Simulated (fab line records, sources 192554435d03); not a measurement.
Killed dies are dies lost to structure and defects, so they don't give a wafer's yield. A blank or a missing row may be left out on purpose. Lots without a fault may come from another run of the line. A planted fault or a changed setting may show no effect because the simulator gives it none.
Problem report in the 8D (eight disciplines) form, filled by code | flow n5_finfet | the parts of the form that need people (team, actions taken, sign-off) are left out

1. THE PROBLEM
trench_depth_nm at N5_BEOL_M9_OCD_MEAS_38 reads a mean of 106.8 nm on 3 wafers of 3 lots; wafers without a fault read 151.3 nm with a standard deviation of 2.1. That is -21 standard deviations from the usual mean.
First seen on wafer L219.4, day 13 18:49, on ocd-02. The record holds 13 wafers of 5 lots with a number at this step. Rule for "out", or "out of limits": more than 4 standard deviations from the usual mean. The other wafers with a number count as sound.

2. WHAT IT IS AND WHAT IT IS NOT
question                    | is                     | is not
which readings at this step | trench_depth_nm        | -
which lots                  | L219, L220, L222       | L208, L227
which wafers of those lots  | L219.4, L220.6, L222.6 | L219.2, L220.2, L222.3, L222.5
read on which gauges        | ocd-01, ocd-02         | -
when                        | from day 13 18:49      | up to then (4 sound wafers); but 6 sound wafers of L220, L222, L227 came after

3. SUSPECTS, AND WHAT RULES EACH OUT
Counting: a tool at a process step up to the reading stays a suspect if it ran every lot that is out. Sound lots after the first of them don't rule it out here, since some wafers of a struck lot are sound.
- the gauge at N5_BEOL_M9_OCD_MEAS_38: ruled out. The wafers that are out were read on 2 gauges (ocd-01, ocd-02).
- rie_diel-01 at N5_BEOL_M9_TRENCH_ETCH_37 (etches SiCOH lowk in C4F6/O2, target depth 151.43 nm, time 49 s): kept. It ran every lot that is out, first L219 (day 13 18:38); its last sound lot up to then is L208 (day 11 04:47).
Left after counting: rie_diel-01 at N5_BEOL_M9_TRENCH_ETCH_37.

4. THE CAUSE (what the simulator had put in)
Process parameter drift: rie_diel-01, from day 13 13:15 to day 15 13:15, at N5_BEOL_M9_TRENCH_ETCH_37. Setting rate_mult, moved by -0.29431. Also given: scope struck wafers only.
Counting left only this tool.

5. THE CHAIN OF EFFECTS, in route order
Each row: a reading whose mean over the struck wafers that have a number lies more than 3 standard deviations from the usual. Only readings for which the record gives a usual standard deviation are gone through. hours: the time from each lot's start at the first step in this table that gives one to its start at this step, as a median over the lots. sigmas: the change in usual standard deviations.
hours | step                    | reading          | usual         | on struck wafers | change  | sigmas
0     | N5_BEOL_M9_OCD_MEAS_38  | trench_depth_nm  | 151.3 nm      | 106.8            | -44.5   | -21
2     | N5_BEOL_M9_THK_MEAS_53  | M9_THK           | 138.5 nm      | 95.2             | -43.3   | -15
2     | N5_BEOL_M9_RS_MEAS_57   | M9_RS            | 0.1506 ohm/sq | 0.2300           | +0.0794 | +28
46    | N5_BEOL_M15_RC_MEAS_101 | SERP_M9          | 3.05 ohm/um   | 4.61             | +1.56   | +23
46    | N5_BEOL_M15_RC_MEAS_101 | SERP_M9_max_site | 3.14 ohm/um   | 4.74             | +1.60   | +21

6. WHAT WOULD HAVE CAUGHT IT SOONER
In this record the first reading out of limits at a measuring or inspecting step was taken at day 13 18:49, 6 hours after the fault began at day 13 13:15.
Of the tool readings at N5_BEOL_M9_TRENCH_ETCH_37 for which the record gives a usual standard deviation, none was out on any struck wafer, so an alarm limit of 4 standard deviations on them would not have fired.
Of the lots that are out (3), L220, L222 began N5_BEOL_M9_TRENCH_ETCH_37 on rie_diel-01 after day 13 18:49. A hold on the tool at that time would have spared those 2.
